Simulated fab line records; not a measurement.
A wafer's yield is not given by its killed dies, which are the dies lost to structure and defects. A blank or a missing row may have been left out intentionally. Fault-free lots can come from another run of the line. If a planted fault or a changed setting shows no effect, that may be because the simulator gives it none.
fab line records / flow n5Finfet / part 2 of 2: steps 24 to 32 of 32
[record] lots = 5 wafers = 15 lastDay = 16
route steps=1938 shown BEOL_M8@1386 BEOL_M9@1401
lots untouched by any fault: they come from a run of this same line in which no faults occurred
startH: start of the lot's first displayed wafer, in hours after the record's first day / waitH: how many hours have passed since the lot's step before this one / " identical to the entry in the row above / L1.1+2: several wafers, shown together as one row / - value missing, or start not given / * or withheld: withheld / < > ~ a bound
route shown NAME@n: a module of which the file shows steps, and the number in the route of the first / usual: mean and standard deviation over wafers with no fault / same: alike in all rows / chamber/n: place in a boat / sites: readings site by site / _std_site: standard deviation of those values / _edge_site: inner sites' mean taken away from outer sites' mean / radiusMm: for every site, how far away it sits from the centre of the wafer / mask NAME#n: copy n / behind: tool/chamber where the wafer was last shaped / hold: cause of the lot's hold/its duration in hours/its outcome / device: which transistor (n, p or np) failed to switch / end of line: the route-end tests of the same wafers / where a step has no rows: the recipe by itself / killed: dies lost to structure and defects at the first sort, not the wafer's yield / map: per-die view of a wafer (x killed, . not killed, _ where there is no die)
set.NAME: setting as actually run; set.NAME@STEP: the setting as run at that earlier step / model.NAME: the simulator's own value behind a step, which no gauge read
lots at some steps of the route; a table a step, a row a wafer
services: the hour from which a tool's chamber was out of use, counted from the record's first day as startH (under 0 if before that day), plus the number of hours and why
[[steps]]
[step N5_BEOL_M9_EBR_07]
[recipe] solvent = PGMEA ebrWidthMm = 1.5
[usual] chillPlateTempC = 23.00/0.092
lot.wafer=L083.1 tool=lithoTrack-02 chamber=0 startH=- waitH=- chillPlateTempC=22.97
lot.wafer=L083.3 tool=lithoTrack-02 chamber=0 startH=- waitH=- chillPlateTempC=23.04
lot.wafer=L083.5 tool=lithoTrack-02 chamber=0 startH=- waitH=- chillPlateTempC=23.01
lot.wafer=L088.1 tool=lithoTrack-02 chamber=0 startH=- waitH=- chillPlateTempC=23.11
lot.wafer=L088.2 tool=lithoTrack-02 chamber=0 startH=- waitH=- chillPlateTempC=22.89
lot.wafer=L088.5 tool=lithoTrack-02 chamber=0 startH=- waitH=- chillPlateTempC=22.99
lot.wafer=L090.1 tool=lithoTrack-05 chamber=0 startH=- waitH=- chillPlateTempC=22.72
lot.wafer=L090.3 tool=lithoTrack-05 chamber=0 startH=- waitH=- chillPlateTempC=22.82
lot.wafer=L090.4 tool=lithoTrack-05 chamber=0 startH=- waitH=- chillPlateTempC=22.88
lot.wafer=L091.2 tool=lithoTrack-05 chamber=0 startH=- waitH=- chillPlateTempC=23.13
lot.wafer=L091.3 tool=lithoTrack-05 chamber=0 startH=- waitH=- chillPlateTempC=22.92
lot.wafer=L091.6 tool=lithoTrack-05 chamber=0 startH=- waitH=- chillPlateTempC=23.17
lot.wafer=L093.2 tool=lithoTrack-02 chamber=0 startH=- waitH=- chillPlateTempC=23.12
lot.wafer=L093.5 tool=lithoTrack-02 chamber=0 startH=- waitH=- chillPlateTempC=22.95
lot.wafer=L093.6 tool=lithoTrack-02 chamber=0 startH=- waitH=- chillPlateTempC=22.97
[step N5_BEOL_M9_SOFTBAKE_06]
[recipe] tempC = 110 timeS = 60 resist = CAR-ArF
[usual] chillPlateTempC = 23.01/0.11
lot.wafer=L083.1 tool=lithoTrack-02 chamber=0 startH=- waitH=- chillPlateTempC=23.01
lot.wafer=L083.3 tool=lithoTrack-02 chamber=0 startH=- waitH=- chillPlateTempC=23.05
lot.wafer=L083.5 tool=lithoTrack-02 chamber=0 startH=- waitH=- chillPlateTempC=23.02
lot.wafer=L088.1 tool=lithoTrack-02 chamber=0 startH=- waitH=- chillPlateTempC=23.16
lot.wafer=L088.2 tool=lithoTrack-02 chamber=0 startH=- waitH=- chillPlateTempC=22.89
lot.wafer=L088.5 tool=lithoTrack-02 chamber=0 startH=- waitH=- chillPlateTempC=23.03
lot.wafer=L090.1 tool=lithoTrack-05 chamber=0 startH=- waitH=- chillPlateTempC=23.06
lot.wafer=L090.3 tool=lithoTrack-05 chamber=0 startH=- waitH=- chillPlateTempC=23.08
lot.wafer=L090.4 tool=lithoTrack-05 chamber=0 startH=- waitH=- chillPlateTempC=22.98
lot.wafer=L091.2 tool=lithoTrack-05 chamber=0 startH=- waitH=- chillPlateTempC=22.93
lot.wafer=L091.3 tool=lithoTrack-05 chamber=0 startH=- waitH=- chillPlateTempC=23.19
lot.wafer=L091.6 tool=lithoTrack-05 chamber=0 startH=- waitH=- chillPlateTempC=22.98
lot.wafer=L093.2 tool=lithoTrack-02 chamber=0 startH=- waitH=- chillPlateTempC=22.97
lot.wafer=L093.5 tool=lithoTrack-02 chamber=0 startH=- waitH=- chillPlateTempC=22.89
lot.wafer=L093.6 tool=lithoTrack-02 chamber=0 startH=- waitH=- chillPlateTempC=23.05
[step N5_BEOL_M9_EXPOSE_08]
[recipe] maskId = M9 na = 1.35 sourceShape = dipole sigmaInner = 0.411 sigmaOuter = 0.611 polarization = te doseMj = 53.75
[usual] reticleTempC = 23.02/0.11
[same] sigmaInner = 0.411 sigmaOuter = 0.611
lot.wafer=L083.1 tool=arfiScanner-03 chamber=0 startH=245.75 waitH=- mask=M9#0 reticleTempC=22.92
lot.wafer=L083.3 tool=arfiScanner-03 chamber=0 startH=245.75 waitH=- mask=M9#0 reticleTempC=23.00
lot.wafer=L083.5 tool=arfiScanner-03 chamber=0 startH=245.75 waitH=- mask=M9#0 reticleTempC=22.99
lot.wafer=L088.1 tool=arfiScanner-02 chamber=0 startH=285.30 waitH=- mask=M9#0 reticleTempC=22.90
lot.wafer=L088.2 tool=arfiScanner-02 chamber=0 startH=285.30 waitH=- mask=M9#0 reticleTempC=23.05
lot.wafer=L088.5 tool=arfiScanner-02 chamber=0 startH=285.30 waitH=- mask=M9#0 reticleTempC=22.85
lot.wafer=L090.1 tool=arfiScanner-01 chamber=0 startH=303.41 waitH=- mask=M9#0 reticleTempC=23.10
lot.wafer=L090.3 tool=arfiScanner-01 chamber=0 startH=303.41 waitH=- mask=M9#0 reticleTempC=22.89
lot.wafer=L090.4 tool=arfiScanner-01 chamber=0 startH=303.41 waitH=- mask=M9#0 reticleTempC=23.07
lot.wafer=L091.2 tool=arfiScanner-03 chamber=0 startH=318.69 waitH=- mask=M9#0 reticleTempC=22.94
lot.wafer=L091.3 tool=arfiScanner-03 chamber=0 startH=318.69 waitH=- mask=M9#0 reticleTempC=23.08
lot.wafer=L091.6 tool=arfiScanner-03 chamber=0 startH=318.69 waitH=- mask=M9#0 reticleTempC=23.18
lot.wafer=L093.2 tool=arfiScanner-02 chamber=0 startH=321.42 waitH=- mask=M9#0 reticleTempC=23.21
lot.wafer=L093.5 tool=arfiScanner-02 chamber=0 startH=321.42 waitH=- mask=M9#0 reticleTempC=23.01
lot.wafer=L093.6 tool=arfiScanner-02 chamber=0 startH=321.42 waitH=- mask=M9#0 reticleTempC=23.22
[step N5_BEOL_M9_PEB_09]
[recipe] pebTempC = withheld pebTimeS = 60 resist = CAR-ArF
[usual] chillPlateTempC = 23.05/0.11
lot.wafer=L083.1 tool=lithoTrack-04 chamber=0 startH=245.81 waitH=0.1 chillPlateTempC=23.12
lot.wafer=L083.3 tool=lithoTrack-04 chamber=0 startH=245.81 waitH=0.1 chillPlateTempC=22.97
lot.wafer=L083.5 tool=lithoTrack-04 chamber=0 startH=245.81 waitH=0.1 chillPlateTempC=22.94
lot.wafer=L088.1 tool=lithoTrack-05 chamber=0 startH=285.36 waitH=0.1 chillPlateTempC=23.25
lot.wafer=L088.2 tool=lithoTrack-05 chamber=0 startH=285.36 waitH=0.1 chillPlateTempC=22.97
lot.wafer=L088.5 tool=lithoTrack-05 chamber=0 startH=285.36 waitH=0.1 chillPlateTempC=22.88
lot.wafer=L090.1 tool=lithoTrack-04 chamber=0 startH=303.47 waitH=0.1 chillPlateTempC=23.09
lot.wafer=L090.3 tool=lithoTrack-04 chamber=0 startH=303.47 waitH=0.1 chillPlateTempC=22.95
lot.wafer=L090.4 tool=lithoTrack-04 chamber=0 startH=303.47 waitH=0.1 chillPlateTempC=23.01
lot.wafer=L091.2 tool=lithoTrack-02 chamber=0 startH=318.75 waitH=0.0 chillPlateTempC=23.05
lot.wafer=L091.3 tool=lithoTrack-02 chamber=0 startH=318.75 waitH=0.0 chillPlateTempC=23.08
lot.wafer=L091.6 tool=lithoTrack-02 chamber=0 startH=318.75 waitH=0.0 chillPlateTempC=23.08
lot.wafer=L093.2 tool=lithoTrack-02 chamber=0 startH=321.48 waitH=0.0 chillPlateTempC=23.05
lot.wafer=L093.5 tool=lithoTrack-02 chamber=0 startH=321.48 waitH=0.0 chillPlateTempC=22.97
lot.wafer=L093.6 tool=lithoTrack-02 chamber=0 startH=321.48 waitH=0.0 chillPlateTempC=22.90
[step N5_BEOL_M9_DEVELOP_10]
[recipe] developTimeS = 30 developer = TMAH resist = CAR-ArF rinseLiquid = diw dry = airSpin devTempC = 23
[usual] chillPlateTempC = 23.00/0.1
lot.wafer=L083.1 tool=lithoTrack-04 chamber=0 startH=- waitH=- chillPlateTempC=22.87
lot.wafer=L083.3 tool=lithoTrack-04 chamber=0 startH=- waitH=- chillPlateTempC=23.09
lot.wafer=L083.5 tool=lithoTrack-04 chamber=0 startH=- waitH=- chillPlateTempC=23.09
lot.wafer=L088.1 tool=lithoTrack-05 chamber=0 startH=- waitH=- chillPlateTempC=23.01
lot.wafer=L088.2 tool=lithoTrack-05 chamber=0 startH=- waitH=- chillPlateTempC=23.02
lot.wafer=L088.5 tool=lithoTrack-05 chamber=0 startH=- waitH=- chillPlateTempC=23.11
lot.wafer=L090.1 tool=lithoTrack-04 chamber=0 startH=- waitH=- chillPlateTempC=23.06
lot.wafer=L090.3 tool=lithoTrack-04 chamber=0 startH=- waitH=- chillPlateTempC=22.92
lot.wafer=L090.4 tool=lithoTrack-04 chamber=0 startH=- waitH=- chillPlateTempC=22.85
lot.wafer=L091.2 tool=lithoTrack-02 chamber=0 startH=- waitH=- chillPlateTempC=22.98
lot.wafer=L091.3 tool=lithoTrack-02 chamber=0 startH=- waitH=- chillPlateTempC=22.99
lot.wafer=L091.6 tool=lithoTrack-02 chamber=0 startH=- waitH=- chillPlateTempC=23.04
lot.wafer=L093.2 tool=lithoTrack-02 chamber=0 startH=- waitH=- chillPlateTempC=22.97
lot.wafer=L093.5 tool=lithoTrack-02 chamber=0 startH=- waitH=- chillPlateTempC=23.04
lot.wafer=L093.6 tool=lithoTrack-02 chamber=0 startH=- waitH=- chillPlateTempC=23.06
[step N5_BEOL_M9_CD_MEAS_11]
[recipe] targetCdNm = 64.1 landingEnergyEv = 500 detector = seInlens polarity = opening
[usual] cdNm = 64.0/0.7
lot.wafer=L083.1 tool=cdSem-02 chamber=0 startH=245.87 waitH=- cdNm=64.1
lot.wafer=L083.3 tool=cdSem-02 chamber=0 startH=245.87 waitH=- cdNm=63.4
lot.wafer=L083.5 tool=cdSem-02 chamber=0 startH=245.87 waitH=- cdNm=63.4
lot.wafer=L088.1 tool=cdSem-01 chamber=0 startH=285.43 waitH=- cdNm=64.9
lot.wafer=L088.2 tool=cdSem-01 chamber=0 startH=285.43 waitH=- cdNm=65.0
lot.wafer=L088.5 tool=cdSem-01 chamber=0 startH=285.43 waitH=- cdNm=64.6
lot.wafer=L090.1 tool=cdSem-03 chamber=0 startH=303.54 waitH=- cdNm=63.9
lot.wafer=L090.3 tool=cdSem-03 chamber=0 startH=303.54 waitH=- cdNm=63.5
lot.wafer=L090.4 tool=cdSem-03 chamber=0 startH=303.54 waitH=- cdNm=63.8
lot.wafer=L091.2 tool=cdSem-02 chamber=0 startH=318.82 waitH=- cdNm=64.9
lot.wafer=L091.3 tool=cdSem-02 chamber=0 startH=318.82 waitH=- cdNm=64.4
lot.wafer=L091.6 tool=cdSem-02 chamber=0 startH=318.82 waitH=- cdNm=64.5
lot.wafer=L093.2 tool=cdSem-02 chamber=0 startH=321.54 waitH=- cdNm=63.7
lot.wafer=L093.5 tool=cdSem-02 chamber=0 startH=321.54 waitH=- cdNm=63.5
lot.wafer=L093.6 tool=cdSem-02 chamber=0 startH=321.54 waitH=- cdNm=63.9
[step N5_BEOL_M9_OVL_MEAS_12]
[recipe] pointsPerWafer = 44
[usual] M9_OVL = 0.6/0.81
lot.wafer=L083.1 tool=overlay-01 chamber=0 startH=245.90 waitH=0.0 M9_OVL[nm]=0.0
lot.wafer=L083.3 tool=overlay-01 chamber=0 startH=245.90 waitH=0.0 M9_OVL[nm]=0.6
lot.wafer=L083.5 tool=overlay-01 chamber=0 startH=245.90 waitH=0.0 M9_OVL[nm]=-0.4
lot.wafer=L088.1 tool=overlay-02 chamber=0 startH=285.46 waitH=0.0 M9_OVL[nm]=1.9
lot.wafer=L088.2 tool=overlay-02 chamber=0 startH=285.46 waitH=0.0 M9_OVL[nm]=0.4
lot.wafer=L088.5 tool=overlay-02 chamber=0 startH=285.46 waitH=0.0 M9_OVL[nm]=1.2
lot.wafer=L090.1 tool=overlay-02 chamber=0 startH=303.57 waitH=0.0 M9_OVL[nm]=-0.3
lot.wafer=L090.3 tool=overlay-02 chamber=0 startH=303.57 waitH=0.0 M9_OVL[nm]=0.2
lot.wafer=L090.4 tool=overlay-02 chamber=0 startH=303.57 waitH=0.0 M9_OVL[nm]=1.5
lot.wafer=L091.2 tool=overlay-01 chamber=0 startH=318.85 waitH=0.0 M9_OVL[nm]=0.0
lot.wafer=L091.3 tool=overlay-01 chamber=0 startH=318.85 waitH=0.0 M9_OVL[nm]=0.4
lot.wafer=L091.6 tool=overlay-01 chamber=0 startH=318.85 waitH=0.0 M9_OVL[nm]=-0.3
lot.wafer=L093.2 tool=overlay-01 chamber=0 startH=321.57 waitH=0.0 M9_OVL[nm]=2.3
lot.wafer=L093.5 tool=overlay-01 chamber=0 startH=321.57 waitH=0.0 M9_OVL[nm]=1.4
lot.wafer=L093.6 tool=overlay-01 chamber=0 startH=321.57 waitH=0.0 M9_OVL[nm]=0.9
[step N5_BEOL_M9_INSPECT_13]
[recipe] mode = adi inspectInstrument = brightfield
[usual] rawDefectCount = 371/85
lot.wafer=L083.1 tool=defectInspect-02 chamber=- startH=245.93 waitH=0.0 rawDefectCount=269
lot.wafer=L083.3 tool=defectInspect-02 chamber=- startH=245.93 waitH=0.0 rawDefectCount=385
lot.wafer=L083.5 tool=defectInspect-02 chamber=- startH=245.93 waitH=0.0 rawDefectCount=362
lot.wafer=L088.1 tool=defectInspect-01 chamber=- startH=285.48 waitH=0.0 rawDefectCount=299
lot.wafer=L088.2 tool=defectInspect-01 chamber=- startH=285.48 waitH=0.0 rawDefectCount=411
lot.wafer=L088.5 tool=defectInspect-01 chamber=- startH=285.48 waitH=0.0 rawDefectCount=343
lot.wafer=L090.1 tool=defectInspect-01 chamber=- startH=303.60 waitH=0.0 rawDefectCount=426
lot.wafer=L090.3 tool=defectInspect-01 chamber=- startH=303.60 waitH=0.0 rawDefectCount=393
lot.wafer=L090.4 tool=defectInspect-01 chamber=- startH=303.60 waitH=0.0 rawDefectCount=280
lot.wafer=L091.2 tool=defectInspect-02 chamber=- startH=318.87 waitH=0.0 rawDefectCount=389
lot.wafer=L091.3 tool=defectInspect-02 chamber=- startH=318.87 waitH=0.0 rawDefectCount=315
lot.wafer=L091.6 tool=defectInspect-02 chamber=- startH=318.87 waitH=0.0 rawDefectCount=306
lot.wafer=L093.2 tool=defectInspect-02 chamber=- startH=321.60 waitH=0.0 rawDefectCount=379
lot.wafer=L093.5 tool=defectInspect-02 chamber=- startH=321.60 waitH=0.0 rawDefectCount=372
lot.wafer=L093.6 tool=defectInspect-02 chamber=- startH=321.60 waitH=0.0 rawDefectCount=343
[step N5_BEOL_M9_DESCUM_16]
[recipe] chemistry = O2 timeS = 7.9 sourcePowerW = 50 biasPowerW = 20 pressureMtorr = 20 rfFrequencyHz = 2.712e+07 tempC = 40 resist = CAR-ArF o2FlowSccm = 225
[usual] drypumpMotorCurrentA = 5.85/0.22 o2FlowSccm = 224.9/0.62 oesProductAu = 0.80/0.089 rfVppV = 243.1/1.6 showerheadPlenumPTorr = 2.10/0.09 throttleValvePct = 20.53/0.24
lot.wafer=L083.1 tool=rieDiel-04 chamber=2 startH=246.20 waitH=0.3 drypumpMotorCurrentA=5.61 o2FlowSccm=224.6 oesProductAu=0.88 rfHoursCounterH=16 rfVppV=245.2 showerheadPlenumPTorr=2.22 throttleValvePct=20.12
lot.wafer=L083.3 tool=rieDiel-04 chamber=1 startH=246.20 waitH=0.3 drypumpMotorCurrentA=6.01 o2FlowSccm=224.0 oesProductAu=0.82 rfHoursCounterH=96 rfVppV=241.0 showerheadPlenumPTorr=2.03 throttleValvePct=20.19
lot.wafer=L083.5 tool=rieDiel-04 chamber=3 startH=246.20 waitH=0.3 drypumpMotorCurrentA=6.19 o2FlowSccm=224.9 oesProductAu=0.72 rfHoursCounterH=- rfVppV=241.9 showerheadPlenumPTorr=2.07 throttleValvePct=20.73
lot.wafer=L088.1 tool=rieDiel-05 chamber=1 startH=285.71 waitH=0.2 drypumpMotorCurrentA=5.69 o2FlowSccm=225.6 oesProductAu=0.94 rfHoursCounterH=19 rfVppV=243.7 showerheadPlenumPTorr=2.06 throttleValvePct=20.21
lot.wafer=L088.2 tool=rieDiel-05 chamber=0 startH=285.71 waitH=0.2 drypumpMotorCurrentA=5.80 o2FlowSccm=224.6 oesProductAu=0.95 rfHoursCounterH=7 rfVppV=241.5 showerheadPlenumPTorr=2.06 throttleValvePct=20.53
lot.wafer=L088.5 tool=rieDiel-05 chamber=3 startH=285.71 waitH=0.2 drypumpMotorCurrentA=5.99 o2FlowSccm=224.7 oesProductAu=0.72 rfHoursCounterH=- rfVppV=241.0 showerheadPlenumPTorr=1.99 throttleValvePct=20.63
lot.wafer=L090.1 tool=rieDiel-03 chamber=0 startH=303.63 waitH=0.0 drypumpMotorCurrentA=6.28 o2FlowSccm=226.6 oesProductAu=0.69 rfHoursCounterH=220 rfVppV=242.3 showerheadPlenumPTorr=2.08 throttleValvePct=20.82
lot.wafer=L090.3 tool=rieDiel-03 chamber=1 startH=303.63 waitH=0.0 drypumpMotorCurrentA=5.59 o2FlowSccm=225.6 oesProductAu=0.72 rfHoursCounterH=214 rfVppV=241.5 showerheadPlenumPTorr=1.99 throttleValvePct=20.59
lot.wafer=L090.4 tool=rieDiel-03 chamber=3 startH=303.63 waitH=0.0 drypumpMotorCurrentA=5.78 o2FlowSccm=225.2 oesProductAu=0.88 rfHoursCounterH=36 rfVppV=244.9 showerheadPlenumPTorr=2.23 throttleValvePct=20.18
lot.wafer=L091.2 tool=rieDiel-05 chamber=0 startH=318.90 waitH=0.0 drypumpMotorCurrentA=5.81 o2FlowSccm=223.6 oesProductAu=0.91 rfHoursCounterH=14 rfVppV=243.6 showerheadPlenumPTorr=2.05 throttleValvePct=20.54
lot.wafer=L091.3 tool=rieDiel-05 chamber=3 startH=318.90 waitH=0.0 drypumpMotorCurrentA=6.00 o2FlowSccm=224.4 oesProductAu=0.71 rfHoursCounterH=193 rfVppV=241.6 showerheadPlenumPTorr=1.99 throttleValvePct=20.63
lot.wafer=L091.6 tool=rieDiel-05 chamber=3 startH=318.90 waitH=0.0 drypumpMotorCurrentA=5.99 o2FlowSccm=225.4 oesProductAu=0.71 rfHoursCounterH=- rfVppV=241.7 showerheadPlenumPTorr=1.99 throttleValvePct=20.64
lot.wafer=L093.2 tool=rieDiel-05 chamber=2 startH=321.64 waitH=0.0 drypumpMotorCurrentA=5.80 o2FlowSccm=225.4 oesProductAu=0.82 rfHoursCounterH=100 rfVppV=245.6 showerheadPlenumPTorr=2.21 throttleValvePct=20.69
lot.wafer=L093.5 tool=rieDiel-05 chamber=1 startH=321.64 waitH=0.0 drypumpMotorCurrentA=5.68 o2FlowSccm=224.1 oesProductAu=0.93 rfHoursCounterH=- rfVppV=243.0 showerheadPlenumPTorr=2.06 throttleValvePct=20.19
lot.wafer=L093.6 tool=rieDiel-05 chamber=0 startH=321.64 waitH=0.0 drypumpMotorCurrentA=5.81 o2FlowSccm=224.5 oesProductAu=0.92 rfHoursCounterH=- rfVppV=242.3 showerheadPlenumPTorr=2.05 throttleValvePct=20.54
[[services]]
tool=arfiScanner-03 chamber=- startH=216.55 hours=1.0 kind=pm
tool=arfiScanner-03 chamber=- startH=218.27 hours=1.3 kind=pm
tool=arfiScanner-02 chamber=- startH=221.81 hours=4.8 kind=pm
tool=ecdCu-01 chamber=- startH=232.59 hours=3.9 kind=pm
tool=uvCure-01 chamber=- startH=237.49 hours=3.4 kind=pm
tool=cmp-03 chamber=- startH=240.60 hours=4.1 kind=repair
tool=ecdCu-01 chamber=- startH=242.71 hours=0.5 kind=repair
tool=cmp-03 chamber=- startH=253.55 hours=4.0 kind=pm
tool=arfiScanner-03 chamber=- startH=254.55 hours=0.5 kind=repair
tool=arfiScanner-02 chamber=- startH=255.80 hours=1.0 kind=pm
tool=cmp-01 chamber=- startH=258.15 hours=6.5 kind=pm
tool=rieDiel-05 chamber=- startH=261.73 hours=0.6 kind=repair
tool=rieDiel-05 chamber=- startH=266.08 hours=0.8 kind=repair
tool=cmp-03 chamber=- startH=274.21 hours=0.6 kind=repair
tool=pecvd-01 chamber=0 startH=275.08 hours=15.7 kind=repair
tool=cmp-01 chamber=- startH=277.37 hours=1.1 kind=repair
tool=arfiScanner-02 chamber=- startH=277.70 hours=1.0 kind=pm
tool=ecdCu-02 chamber=- startH=287.44 hours=1.0 kind=repair
tool=arfiScanner-03 chamber=- startH=288.27 hours=3.1 kind=pm
tool=pvdSputter-02 chamber=- startH=288.44 hours=40.3 kind=repair
tool=rieDiel-05 chamber=1 startH=290.76 hours=9.6 kind=repair
tool=pecvd-01 chamber=0 startH=291.87 hours=11.2 kind=repair
tool=arfiScanner-02 chamber=- startH=292.30 hours=4.9 kind=pm
tool=cvdCo-01 chamber=1 startH=294.20 hours=6.8 kind=repair
